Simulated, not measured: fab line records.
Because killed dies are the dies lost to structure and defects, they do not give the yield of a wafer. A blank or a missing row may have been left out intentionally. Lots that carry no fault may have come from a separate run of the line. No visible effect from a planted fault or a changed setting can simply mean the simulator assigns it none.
fab line records -- flow n5Finfet
record lots=7, wafers=21
route steps=1938 shown BEOL_M10@1512 BEOL_M11@1539 BEOL_M12@1653 BEOL_M13@1661 BEOL_M14@1723 BEOL_M15@1797
startH: hours from the record's first day to the start of the lot's first wafer shown -- waitH: how many hours have passed since the lot's step before this one -- " unchanged from the row above -- L1.1+2: a row that stands for several wafers -- - either no value or no given start -- * or withheld: withheld -- < > ~ a bound
route shown NAME@n: NAME is a module with steps in the file, n the number in the route of the first one -- usual: the fault-free wafers' mean and standard deviation -- same: alike in all rows -- chamber/n: place in a boat -- sites: each site's reading -- _std_site: standard deviation of those values -- _edge_site: outer sites' mean less inner sites' -- radiusMm: how far each site lies from the wafer's centre -- mask NAME#n: copy n -- behind: the most recent tool/chamber to have shaped the wafer -- hold: why the lot went on hold/how many hours it stayed there/how the hold came to an end -- device: whichever transistor did not switch (one of n, p or np) -- end of line: at the end of the route, the tests of the same wafers -- where a step has no rows: the recipe by itself -- killed: count of dies lost to structure and defects at first sort (not the wafer's yield) -- map: a wafer's dies, x killed, . not, _ none there
set.NAME: setting as actually run; set.NAME@STEP: the setting as run at that earlier step -- model.NAME: the simulator's own value behind a step, which no gauge read
one table per step and one row per wafer, for lots whose settings were changed on purpose
## steps
# step N5_BEOL_M10_TRENCH_ETCH_37
# recipe chemistry=C4F6/O2, targetDepthA=1488.3, target=SiCOH_lowk, timeS=48, ionEnergyEv=250, pressureMtorr=30, sourceW=345, biasW=185, Ar_flow_sccm=300, C4F6_flow_sccm=10, O2_flow_sccm=10
# usual rfVppV=665/13
lot.wafer,tool,chamber,startH,waitH,set.sourceW,rfVppV
L075.1,rieDiel-03,3,-,-,345,657
L075.2,rieDiel-03,0,-,-,345,673
L075.4,rieDiel-03,2,-,-,345,651
L083.2,rieDiel-01,2,-,-,345,669
L083.5,rieDiel-01,3,-,-,345,675
L083.6,rieDiel-01,0,-,-,345,667
L081.1,rieDiel-06,1,-,-,283.3,762
L081.3,rieDiel-06,0,-,-,345,686
L081.6,rieDiel-06,1,-,-,283.3,760
L084.1,rieDiel-01,0,-,-,345,667
L084.2,rieDiel-01,3,-,-,307.7,716
L084.4,rieDiel-01,1,-,-,307.7,691
L085.4,rieDiel-06,3,-,-,345,656
L085.5,rieDiel-06,1,-,-,345,688
L085.6,rieDiel-06,2,-,-,345,647
L089.3,rieDiel-06,2,-,-,384.6,612
L089.4,rieDiel-06,2,-,-,384.6,614
L089.5,rieDiel-06,0,-,-,345,686
L091.1,rieDiel-03,0,-,-,345,674
L091.3,rieDiel-03,3,-,-,284.1,726
L091.5,rieDiel-03,0,-,-,345,672
# step N5_BEOL_M10_ETCH_41
# recipe chemistry=CH3F/O2, target=SiCN, targetDepthA=426, taperDeg=2, timeS=86, ionEnergyEv=120, maskMaterial=TiN, pressureMtorr=30, sourceW=395, biasW=75, Ar_flow_sccm=150, CH3F_flow_sccm=30, O2_flow_sccm=20
# usual rfVppV=298.1/1.4
lot.wafer,tool,chamber,startH,waitH,set.sourceW,rfVppV
L075.1,rieDiel-03,3,-,-,374.8,302.2
L075.2,rieDiel-03,0,-,-,374.8,304.0
L075.4,rieDiel-03,2,-,-,395,296.6
L083.2,rieDiel-01,2,-,-,435.2,290.1
L083.5,rieDiel-01,3,-,-,435.2,288.4
L083.6,rieDiel-01,0,-,-,395,299.0
L081.1,rieDiel-06,1,-,-,395,298.3
L081.3,rieDiel-06,0,-,-,364.2,306.9
L081.6,rieDiel-06,1,-,-,395,298.2
L084.1,rieDiel-01,0,-,-,370.4,305.4
L084.2,rieDiel-01,3,-,-,370.4,304.9
L084.4,rieDiel-01,1,-,-,395,299.3
L085.4,rieDiel-06,3,-,-,395,300.1
L085.5,rieDiel-06,1,-,-,395,298.6
L085.6,rieDiel-06,2,-,-,395,296.7
L089.3,rieDiel-06,2,-,-,395,295.8
L089.4,rieDiel-06,2,-,-,348.6,309.3
L089.5,rieDiel-06,0,-,-,348.6,310.0
L091.1,rieDiel-03,0,-,-,370.4,304.4
L091.3,rieDiel-03,3,-,-,370.4,301.9
L091.5,rieDiel-03,0,-,-,370.4,303.8
# step N5_BEOL_M11_PECVD_70
# recipe material=SiO2, targetThkA=200, tempC=400, precursor=TEOS/O2, pressureTorr=5.5, rfW=450, teosFlowSccm=53.8, gas=O2, flowSccm=3000, timeS=22.7
lot.wafer,tool,chamber,startH,waitH,set.tempC,model.SiO2_of_BEOL_M11_PECVD_70.thkNm
L075.1,pecvd-02,1,248.27,0.0,400,19.6
L075.2,pecvd-02,2,248.27,0.0,400,19.8
L075.4,pecvd-02,2,248.27,0.0,389.6,21.4
L083.2,pecvd-02,0,276.13,0.0,400,19.8
L083.5,pecvd-02,1,276.13,0.0,387.7,21.2
L083.6,pecvd-02,0,276.13,0.0,400,20
L081.1,pecvd-02,0,277.41,0.0,400,20
L081.3,pecvd-02,2,277.41,0.0,404.9,19.2
L081.6,pecvd-02,0,277.41,0.0,404.9,19.4
L084.1,pecvd-04,2,284.56,0.0,384.9,21.6
L084.2,pecvd-04,1,284.56,0.0,384.9,21.2
L084.4,pecvd-04,1,284.56,0.0,400,20
L085.4,pecvd-04,0,296.61,0.1,400,20.2
L085.5,pecvd-04,1,296.61,0.1,400,19.8
L085.6,pecvd-04,0,296.61,0.1,400,20
L089.3,pecvd-02,0,321.22,0.0,400,19.4
L089.4,pecvd-02,1,321.22,0.0,395,20.6
L089.5,pecvd-02,2,321.22,0.0,400,19.8
L091.1,pecvd-02,2,329.83,0.0,408.3,18.6
L091.3,pecvd-02,0,329.83,0.0,400,19.4
L091.5,pecvd-02,2,329.83,0.0,400,20
# step N5_BEOL_M11_COAT_05
# recipe resist=CAR-ArF, spinRpm=1500, resistThkNm=90
lot.wafer,tool,chamber,startH,waitH,set.spinRpm,model.CAR-ArF_of_BEOL_M11_COAT_05.thkNm
L075.1,lithoTrack-02,0,-,-,1662,85.4
L075.2,lithoTrack-02,0,-,-,1500,90
L075.4,lithoTrack-02,0,-,-,1662,85.8
L083.2,lithoTrack-05,0,-,-,1412,92.6
L083.5,lithoTrack-05,0,-,-,1500,90
L083.6,lithoTrack-05,0,-,-,1412,92.8
L081.1+6,lithoTrack-02,0,-,-,1426,92.2
L081.3,lithoTrack-02,0,-,-,1500,90
L084.1,lithoTrack-05,0,-,-,1500,90.4
L084.2,lithoTrack-05,0,-,-,1622,86.8
L084.4,lithoTrack-05,0,-,-,1500,90.2
L085.4+6,lithoTrack-02,0,-,-,1500,89.6
L085.5,lithoTrack-02,0,-,-,1500,89.2
L089.3+5,lithoTrack-05,0,-,-,1500,90.4
L089.4,lithoTrack-05,0,-,-,1500,90.2
L091.1,lithoTrack-05,0,-,-,1500,90.2
L091.3,lithoTrack-05,0,-,-,1427,92.6
L091.5,lithoTrack-05,0,-,-,1427,92.4
# step N5_BEOL_M11_EBR_07
# recipe solvent=PGMEA, ebrWidthMm=1.5
# step N5_BEOL_M11_SOFTBAKE_06
# recipe tempC=110, timeS=60, resist=CAR-ArF
# step N5_BEOL_M11_EXPOSE_08
# recipe maskId=M11, na=1.35, sourceShape=dipole, sigmaInner=0.411, sigmaOuter=0.611, polarization=te, doseMj=53.75
# step N5_BEOL_M11_PEB_09
# recipe pebTempC=withheld, pebTimeS=60, resist=CAR-ArF
# step N5_BEOL_M11_DEVELOP_10
# recipe developTimeS=30, developer=TMAH, resist=CAR-ArF, rinseLiquid=diw, dry=airSpin, devTempC=23
lot.wafer,tool,chamber,startH,waitH,set.spinRpm@BEOL_M11_COAT_05,model.CAR-ArF_of_BEOL_M11_COAT_05.thkNm
L075.1,lithoTrack-05,0,-,-,1662,83.6
L075.2,lithoTrack-05,0,-,-,1500,88.4
L075.4,lithoTrack-05,0,-,-,1662,84
L083.2,lithoTrack-05,0,-,-,1412,91
L083.5,lithoTrack-05,0,-,-,1500,88.2
L083.6,lithoTrack-05,0,-,-,1412,91.2
L081.1+6,lithoTrack-05,0,-,-,1426,90.6
L081.3,lithoTrack-05,0,-,-,1500,88.2
L084.1,lithoTrack-02,0,-,-,1500,88.6
L084.2,lithoTrack-02,0,-,-,1622,85
L084.4,lithoTrack-02,0,-,-,1500,88.4
L085.4+6,lithoTrack-05,0,-,-,1500,88
L085.5,lithoTrack-05,0,-,-,1500,87.4
L089.3+4+5,lithoTrack-02,0,-,-,1500,88.6
L091.1,lithoTrack-03,0,-,-,1500,88.6
L091.3,lithoTrack-03,0,-,-,1427,90.8
L091.5,lithoTrack-03,0,-,-,1427,90.6
# step N5_BEOL_M11_STRIP_77
# recipe chemistry=N2/H2, timeS=10, powerW=450, tempC=40, pressureMtorr=20, rfFrequencyHz=6e+07, biasPowerW=7, n2FlowSccm=200, h2FlowSccm=200
# step N5_BEOL_M11_HM_STRIP_39
# recipe chemistry=peroxideTinStrip, material=TiN, targetDepthA=250, tempC=50, timeS=158
lot.wafer,tool,chamber,startH,waitH,set.tempC@BEOL_M11_PECVD_70,model.SiO2_of_BEOL_M11_PECVD_70.thkNm
L075.1,wetBench-03,4,251.26,0.0,400,19.4
L075.2,wetBench-03,2,251.26,0.0,400,19.6
L075.4,wetBench-03,7,251.26,0.0,389.6,21.2
L083.2,wetBench-03,7,280.27,0.0,400,19.8
L083.5,wetBench-03,4,280.27,0.0,387.7,21.2
L083.6,wetBench-03,0,280.27,0.0,400,20
L081.1,wetBench-03,1,281.86,0.0,400,19.8
L081.3+6,wetBench-03,"0,2",281.86,0.0,404.9,19.2
L084.1,wetBench-04,2,292.37,0.0,384.9,21.6
L084.2,wetBench-04,0,292.37,0.0,384.9,21.2
L084.4,wetBench-04,5,292.37,0.0,400,19.8
L085.4,wetBench-04,5,302.77,0.0,400,20
L085.5,wetBench-04,4,302.77,0.0,400,19.6
L085.6,wetBench-04,3,302.77,0.0,400,19.8
L089.3,wetBench-03,2,327.75,0.0,400,19.4
L089.4,wetBench-03,0,327.75,0.0,395,20.4
L089.5,wetBench-03,7,327.75,0.0,400,19.6
L091.1,wetBench-04,6,337.13,0.0,408.3,18.4
L091.3,wetBench-04,2,337.13,0.0,400,19.2
L091.5,wetBench-04,1,337.13,0.0,400,19.8
# step N5_BEOL_M12_CMP_49
# recipe stopOn=SiOC, tOverpolishS=20.6, downForcePsi=1, platenRpm=50, clearingPlatenDownForcePsi=1.5, clearingPlatenRpm=50, postCmpClean=cuAlkaline, targetThkNm=320, clearingPlatenPadVelocityMS=0.99484, padVelocityMS=0.99484
# usual barrierFieldEndpointS=30.3/0.72
lot.wafer,tool,chamber,startH,waitH,set.downForcePsi,barrierFieldEndpointS
L075.1,cmp-02,1,259.34,0.3,1.153,26.3
L075.4,cmp-02,2,259.34,0.3,1,29.1
L075.2,cmp-02,3,259.34,0.3,1,30.9
L083.2,cmp-03,0,293.45,0.2,1,29.4
L083.5,cmp-03,0,293.45,0.2,0.9275,31.2
L083.6,cmp-03,1,293.45,0.2,1,30.6
L081.1,cmp-04,3,295.93,0.3,1,29.5
L081.3,cmp-04,1,295.93,0.3,1,31.0
L081.6,cmp-04,3,295.93,0.3,1,29.6
L084.4,cmp-04,0,303.78,0.2,1.073,28.7
L084.1,cmp-04,1,303.78,0.2,1,30.3
L084.2,cmp-04,2,303.78,0.2,1.073,29.2
L085.4,cmp-04,0,312.39,0.2,1,30.2
L085.6,cmp-04,2,312.39,0.2,1,30.8
L085.5,cmp-04,3,312.39,0.2,1,29.9
L089.3,cmp-03,3,339.53,0.2,1,30.8
L089.4,cmp-03,0,339.53,0.2,1.131,28.2
L089.5,cmp-03,3,339.53,0.2,1,30.8
L091.3,cmp-04,2,345.86,0.2,0.83,36.5
L091.1,cmp-04,3,345.86,0.2,1,29.7
L091.5,cmp-04,2,345.86,0.2,1,31.0
# step N5_BEOL_M13_COAT_58
# recipe resist=BARC, tempC=205, timeS=60, spinRpm=1500, resistThkNm=89
lot.wafer,tool,chamber,startH,waitH,set.spinRpm,model.BARC_of_BEOL_M13_COAT_58.thkNm
L075.1+2,lithoTrack-01,0,260.00,0.0,1634,85.2
L075.4,lithoTrack-01,0,260.00,0.0,1500,89
L083.2,lithoTrack-05,0,294.15,0.0,1645,85.6
L083.5,lithoTrack-05,0,294.15,0.0,1500,89.4
L083.6,lithoTrack-05,0,294.15,0.0,1500,89.6
L081.1,lithoTrack-02,0,296.66,0.0,1500,89
L081.3+6,lithoTrack-02,0,296.66,0.0,1500,88.8
L084.1,lithoTrack-02,0,304.40,0.0,1500,89
L084.2+4,lithoTrack-02,0,304.40,0.0,1500,89.2
L085.4,lithoTrack-02,0,312.98,0.0,1500,89
L085.5+6,lithoTrack-02,0,312.98,0.0,1500,88.8
L089.3,lithoTrack-02,0,340.25,0.0,1644,85
L089.4,lithoTrack-02,0,340.25,0.0,1500,89
L089.5,lithoTrack-02,0,340.25,0.0,1500,88.8
L091.1+3,lithoTrack-05,0,346.52,0.0,1500,88.6
L091.5,lithoTrack-05,0,346.52,0.0,1500,88.8
# step N5_BEOL_M13_COAT_04
# recipe spinRpm=1625, resistThkNm=400
# step N5_BEOL_M13_EBR_06
# recipe solvent=PGMEA, ebrWidthMm=1.5
# step N5_BEOL_M13_DESCUM_15
# recipe chemistry=O2, timeS=7.9, sourcePowerW=50, biasPowerW=20, pressureMtorr=20, rfFrequencyHz=2.712e+07, tempC=40, o2FlowSccm=225
# step N5_BEOL_M13_ETCH_59
# recipe chemistry=N2/H2, target=BARC, targetDepthA=890, overetchA=267, timeS=67.9, ionEnergyEv=200, pressureMtorr=30, sourceW=840, biasW=150, n2FlowSccm=200, h2FlowSccm=200
lot.wafer,tool,chamber,startH,waitH,set.spinRpm@BEOL_M13_COAT_58,model.etch.depthNm
L075.1,rieDiel-05,2,260.40,0.0,1634,85.16
L075.2,rieDiel-05,1,260.40,0.0,1634,85.28
L075.4,rieDiel-05,3,260.40,0.0,1500,89.02
L083.2,rieDiel-04,0,294.54,0.0,1645,85.58
L083.5,rieDiel-04,2,294.54,0.0,1500,89.31
L083.6,rieDiel-04,3,294.54,0.0,1500,89.62
L081.1,rieDiel-04,2,297.22,0.0,1500,88.99
L081.3,rieDiel-04,3,297.22,0.0,1500,88.75
L081.6,rieDiel-04,2,297.22,0.0,1500,88.87
L084.1,rieDiel-02,2,304.92,0.0,1500,88.98
L084.2,rieDiel-02,0,304.92,0.0,1500,89.12
L084.4,rieDiel-02,1,304.92,0.0,1500,89.1
L085.4,rieDiel-05,0,313.50,0.0,1500,88.96
L085.5,rieDiel-05,2,313.50,0.0,1500,88.74
L085.6,rieDiel-05,1,313.50,0.0,1500,88.89
L089.3,rieDiel-04,2,340.64,0.0,1644,85.07
L089.4,rieDiel-04,0,340.64,0.0,1500,88.97
L089.5,rieDiel-04,3,340.64,0.0,1500,88.76
L091.1,rieDiel-05,1,347.45,0.0,1500,88.54
L091.3,rieDiel-05,3,347.45,0.0,1500,88.66
L091.5,rieDiel-05,3,347.45,0.0,1500,88.82
# step N5_BEOL_M13_VIA_ETCH_16
# recipe chemistry=C4F8/O2/Ar, target=SiOC, pressureMtorr=30, sourceW=3000, biasW=700, Ar_flow_sccm=400, C4F8_flow_sccm=15, O2_flow_sccm=8, heInnerTorr=15, heOuterTorr=30, targetDepthA=9217, timeS=withheld, ionEnergyEv=250, ends=cleared
# step N5_BEOL_M13_STRIP_63
# recipe chemistry=N2/H2, powerW=1000, tempC=250, h2Frac=0.65, overashFraction=0.3, pressureMtorr=1000, n2FlowSccm=1750, h2FlowSccm=3250
# step N5_BEOL_M13_STRIP_64
# recipe chemistry=N2/H2, powerW=1000, tempC=250, h2Frac=0.65, overashFraction=0.3, pressureMtorr=withheld, n2FlowSccm=1750, h2FlowSccm=3250
# usual stripTimeToEndpointS=31.31/0.084
lot.wafer,tool,chamber,startH,waitH,set.spinRpm@BEOL_M13_COAT_58,stripTimeToEndpointS
L075.1,plasmaAsher-02,0,260.75,0.0,1634,30.21
L075.2,plasmaAsher-02,1,260.75,0.0,1634,30.23
L075.4,plasmaAsher-02,0,260.75,0.0,1500,31.32
L083.2,plasmaAsher-01,1,294.89,0.0,1645,30.32
L083.5,plasmaAsher-01,1,294.89,0.0,1500,31.39
L083.6,plasmaAsher-01,0,294.89,0.0,1500,31.47
L081.1,plasmaAsher-01,0,297.57,0.0,1500,31.29
L081.3,plasmaAsher-01,1,297.57,0.0,1500,31.23
L081.6,plasmaAsher-01,0,297.57,0.0,1500,31.27
L084.1,plasmaAsher-02,1,305.27,0.0,1500,31.31
L084.2,plasmaAsher-02,0,305.27,0.0,1500,31.33
L084.4,plasmaAsher-02,1,305.27,0.0,1500,31.35
L085.4,plasmaAsher-02,0,313.87,0.0,1500,31.31
L085.5,plasmaAsher-02,1,313.87,0.0,1500,31.23
L085.6,plasmaAsher-02,0,313.87,0.0,1500,31.29
L089.3,plasmaAsher-01,1,341.01,0.0,1644,30.17
L089.4,plasmaAsher-01,0,341.01,0.0,1500,31.31
L089.5,plasmaAsher-01,0,341.01,0.0,1500,31.22
L091.1,plasmaAsher-01,0,347.79,0.0,1500,31.20
L091.3,plasmaAsher-01,1,347.79,0.0,1500,31.22
L091.5,plasmaAsher-01,0,347.79,0.0,1500,31.27
# step N5_BEOL_M14_PEB_08
# recipe pebTempC=130, pebTimeS=90
lot.wafer,tool,chamber,startH,waitH,set.pebTimeS
L075.1+4,lithoTrack-03,0,265.99,0.1,90
L075.2,lithoTrack-03,0,265.99,0.1,109.6
L083.2,lithoTrack-03,0,299.40,0.0,90
L083.5+6,lithoTrack-03,0,299.40,0.0,74.89
L081.1+6,lithoTrack-05,0,306.18,0.1,105.1
L081.3,lithoTrack-05,0,306.18,0.1,90
L084.1+4,lithoTrack-04,0,309.96,0.1,103
L084.2,lithoTrack-04,0,309.96,0.1,90
L085.4+5+6,lithoTrack-04,0,319.23,0.0,90
L089.3+4+5,lithoTrack-04,0,346.37,0.0,90
L091.1+3,lithoTrack-05,0,356.42,0.1,90
L091.5,lithoTrack-05,0,356.42,0.1,104.8
# step N5_BEOL_M14_DEVELOP_09
# recipe developTimeS=45, rinseLiquid=diw, dry=airSpin, devTempC=21
# step N5_BEOL_M14_HARDBAKE_14
# recipe tempC=130, timeS=120
# step N5_BEOL_M14_CD_MEAS_10
# recipe targetCdNm=250, landingEnergyEv=500, detector=seInlens, polarity=opening
# usual cdNm=250.2/1.6
lot.wafer,tool,chamber,startH,waitH,set.pebTimeS@BEOL_M14_PEB_08,cdNm
L075.1,cdSem-01,0,266.10,-,90,248.0
L075.2,cdSem-01,0,266.10,-,109.6,256.8
L075.4,cdSem-01,0,266.10,-,90,251.1
L083.2,cdSem-01,0,299.52,-,90,250.4
L083.5,cdSem-01,0,299.52,-,74.89,241.3
L083.6,cdSem-01,0,299.52,-,74.89,243.0
L081.1,cdSem-03,0,306.30,-,105.1,255.6
L081.3,cdSem-03,0,306.30,-,90,251.1
L081.6,cdSem-03,0,306.30,-,105.1,251.8
L084.1,cdSem-02,0,310.07,-,103,257.6
L084.2,cdSem-02,0,310.07,-,90,251.5
L084.4,cdSem-02,0,310.07,-,103,258.9
L085.4,cdSem-03,0,319.35,-,90,249.9
L085.5,cdSem-03,0,319.35,-,90,253.3
L085.6,cdSem-03,0,319.35,-,90,252.4
L089.3,cdSem-03,0,346.48,-,90,252.1
L089.4,cdSem-03,0,346.48,-,90,253.1
L089.5,cdSem-03,0,346.48,-,90,250.4
L091.1,cdSem-02,0,356.54,-,90,249.1
L091.3,cdSem-02,0,356.54,-,90,251.5
L091.5,cdSem-02,0,356.54,-,104.8,254.3
# step N5_BEOL_M14_ETCH_59
# recipe chemistry=N2/H2, target=BARC, targetDepthA=890, overetchA=267, timeS=67.9, ionEnergyEv=200, pressureMtorr=30, sourceW=840, biasW=150, n2FlowSccm=200, h2FlowSccm=200
lot.wafer,tool,chamber,startH,waitH,set.timeS,model.coat_of_BEOL_M14_COAT_04.thkNm
L075.1,rieDiel-01,1,266.23,0.0,67.9,714.8
L075.2,rieDiel-01,2,266.23,0.0,83.14,700.2
L075.4,rieDiel-01,0,266.23,0.0,83.14,707
L083.2,rieDiel-03,2,299.64,0.0,78.31,708.4
L083.5,rieDiel-03,0,299.64,0.0,78.31,712.8
L083.6,rieDiel-03,3,299.64,0.0,67.9,716
L081.1,rieDiel-03,1,306.42,0.0,67.9,716.2
L081.3,rieDiel-03,2,306.42,0.0,67.9,715.8
L081.6,rieDiel-03,3,306.42,0.0,62.09,721.2
L084.1,rieDiel-06,1,310.20,0.0,77.48,706.8
L084.2,rieDiel-06,3,310.20,0.0,67.9,718.4
L084.4,rieDiel-06,1,310.20,0.0,67.9,717.8
L085.4,rieDiel-03,2,319.47,0.0,67.9,719.8
L085.5,rieDiel-03,3,319.47,0.0,67.9,719
L085.6,rieDiel-03,2,319.47,0.0,67.9,716.8
L089.3,rieDiel-03,2,346.60,0.0,64.06,721
L089.4,rieDiel-03,3,346.60,0.0,67.9,717.6
L089.5,rieDiel-03,3,346.60,0.0,64.06,722.6
L091.1,rieDiel-01,2,356.66,0.0,67.9,716
L091.3,rieDiel-01,3,356.66,0.0,67.9,715.4
L091.5,rieDiel-01,2,356.66,0.0,67.9,718.2
# step N5_BEOL_M15_COAT_22
# recipe spinRpm=1704, resistThkNm=800
lot.wafer,tool,chamber,startH,waitH,set.spinRpm,model.coat_of_BEOL_M15_COAT_22.thkNm
L075.1,lithoTrack-04,0,-,-,1704,802.4
L075.2,lithoTrack-04,0,-,-,1839,773.2
L075.4,lithoTrack-04,0,-,-,1839,770.6
L083.2,lithoTrack-02,0,-,-,1704,798.4
L083.5,lithoTrack-02,0,-,-,1814,775.6
L083.6,lithoTrack-02,0,-,-,1704,802.4
L081.1,lithoTrack-01,0,-,-,1789,781
L081.3,lithoTrack-01,0,-,-,1789,781.6
L081.6,lithoTrack-01,0,-,-,1704,800.2
L084.1,lithoTrack-04,0,-,-,1704,799
L084.2,lithoTrack-04,0,-,-,1704,798
L084.4,lithoTrack-04,0,-,-,1704,797.2
L085.4,lithoTrack-04,0,-,-,1704,803
L085.5,lithoTrack-04,0,-,-,1704,803.6
L085.6,lithoTrack-04,0,-,-,1704,802.2
L089.3,lithoTrack-01,0,-,-,1535,844
L089.4,lithoTrack-01,0,-,-,1704,799
L089.5,lithoTrack-01,0,-,-,1535,841
L091.1,lithoTrack-01,0,-,-,1704,802.8
L091.3,lithoTrack-01,0,-,-,1704,804.2
L091.5,lithoTrack-01,0,-,-,1704,804
## key
split step=N5_BEOL_M10_TRENCH_ETCH_37, setting=sourceW, stated=345, by=wafer
response step=N5_BEOL_M10_TRENCH_ETCH_37, reading=rfVppV, change=-3.99, per=1%, r=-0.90
split step=N5_BEOL_M10_ETCH_41, setting=sourceW, stated=395, by=wafer
response step=N5_BEOL_M10_ETCH_41, reading=rfVppV, change=-1.09, per=1%, r=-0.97
split step=N5_BEOL_M11_PECVD_70, setting=tempC, stated=400, by=wafer
response step=N5_BEOL_M11_PECVD_70, reading=model.SiO2_of_BEOL_M11_PECVD_70.thkNm, change=-0.478, per=1%, r=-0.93
response step=N5_BEOL_M11_HM_STRIP_39, reading=model.SiO2_of_BEOL_M11_PECVD_70.thkNm, change=-0.492, per=1%, r=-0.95
split step=N5_BEOL_M11_COAT_05, setting=spinRpm, stated=1500, by=wafer
response step=N5_BEOL_M11_COAT_05, reading=model.CAR-ArF_of_BEOL_M11_COAT_05.thkNm, change=-0.429, per=1%, r=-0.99
response step=N5_BEOL_M11_DEVELOP_10, reading=model.CAR-ArF_of_BEOL_M11_COAT_05.thkNm, change=-0.442, per=1%, r=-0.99
split step=N5_BEOL_M12_CMP_49, setting=downForcePsi, stated=1, by=wafer
response step=N5_BEOL_M12_CMP_49, reading=barrierFieldEndpointS, change=-0.267, per=1%, r=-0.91
split step=N5_BEOL_M13_COAT_58, setting=spinRpm, stated=1500, by=wafer
response step=N5_BEOL_M13_COAT_58, reading=model.BARC_of_BEOL_M13_COAT_58.thkNm, change=-0.411, per=1%, r=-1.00
response step=N5_BEOL_M13_ETCH_59, reading=model.etch.depthNm, change=-0.406, per=1%, r=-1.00
response step=N5_BEOL_M13_STRIP_64, reading=stripTimeToEndpointS, change=*, per=1%, r=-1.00
split step=N5_BEOL_M14_PEB_08, setting=pebTimeS, stated=90, by=wafer
response step=N5_BEOL_M14_CD_MEAS_10, reading=cdNm, change=+0.332, per=1%, r=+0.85
split step=N5_BEOL_M14_ETCH_59, setting=timeS, stated=67.9, by=wafer
response step=N5_BEOL_M14_ETCH_59, reading=model.coat_of_BEOL_M14_COAT_04.thkNm, change=-0.539, per=1%, r=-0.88
split step=N5_BEOL_M15_COAT_22, setting=spinRpm, stated=1704, by=wafer
response step=N5_BEOL_M15_COAT_22, reading=model.coat_of_BEOL_M15_COAT_22.thkNm, change=-4.07, per=1%, r=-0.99
